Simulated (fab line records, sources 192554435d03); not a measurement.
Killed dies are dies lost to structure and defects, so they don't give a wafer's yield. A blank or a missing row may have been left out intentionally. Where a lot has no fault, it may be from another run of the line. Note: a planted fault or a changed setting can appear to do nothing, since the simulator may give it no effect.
The same fault as seen by 2 desks / flow n5 finfet / every desk sees just its own numbers, and what lay behind them comes last

THE TOOL OWNER'S DESK: rie diel-06
The tool's own readings at N5_BEOL_M5_ETCH_62 (etches SOC in N2/H2, target depth 75 nm, overetch 15 nm, time 112.5 s): means of the sampled wafers that have a number, for each lot that ran on this tool. Marked OUT: a lot whose mean sits more than 4 standard deviations from the usual mean, which makes it out of limits; the brackets give that distance.
Columns: A = drypump motor current A at N5_BEOL_M5_ETCH_62, usual 5.8 A; B = oes product au at N5_BEOL_M5_ETCH_62, usual 0.64 a.u.; C = rf fwd power W at N5_BEOL_M5_ETCH_62, usual 836.8 W; D = rf vpp V at N5_BEOL_M5_ETCH_62, usual 524.8 V; E = showerhead plenum p Torr at N5_BEOL_M5_ETCH_62, usual 2.58 Torr; F = throttle valve pct at N5_BEOL_M5_ETCH_62, usual 17.85 %
lot=L130; first seen here=day 8 06:36; A=5.9; B=0.63; C=834.8; D=523.3; E=2.52; F=17.74
lot=L143; first seen here=day 11 16:38; A=6.3; B=0.63; C=834.8; D=523.2; E=2.53; F=17.75
lot=L142; first seen here=day 11 16:55; A=6.2; B=0.59; C=836.9; D=523.0; E=2.49; F=17.85
This desk found nothing out of limits on any of the 3 lots.

THE DEFECT DESK
Lot by lot, what the route's inspections counted, given as the mean of those sampled wafers with a number. Marked OUT: a lot whose mean sits more than 4 standard deviations from the usual mean, which makes it out of limits; the brackets give that distance.
Columns: A = raw defect count at N5_BEOL_M5_INSPECT_30, usual 413
lot=L130; first seen here=day 8 07:31; A=346
lot=L143; first seen here=day 11 18:03; A=908 (+5.2) OUT
lot=L142; first seen here=day 11 18:13; A=1058 (+6.8) OUT
lot=L148; first seen here=day 13 03:42; A=494
This desk's verdict: out of limits on L142, L143, starting with L143 at day 11 18:03 (raw defect count at N5_BEOL_M5_INSPECT_30). In limits: L130, L148.

BROUGHT TOGETHER
The defect desk could have raised an alarm at day 11 18:03, on L142, L143.
The desk of the tool owner found nothing out of limits.
Tool owner's desk: L142, L143 on record, inside its limits.
Every lot named ran N5_BEOL_M5_ETCH_62 on rie diel-06.

WHAT THE SIMULATOR PUT IN
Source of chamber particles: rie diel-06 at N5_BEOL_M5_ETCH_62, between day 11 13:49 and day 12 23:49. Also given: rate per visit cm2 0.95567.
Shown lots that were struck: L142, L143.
Hours from the fault's start to each desk's first reading out of limits: the defect desk, 4.
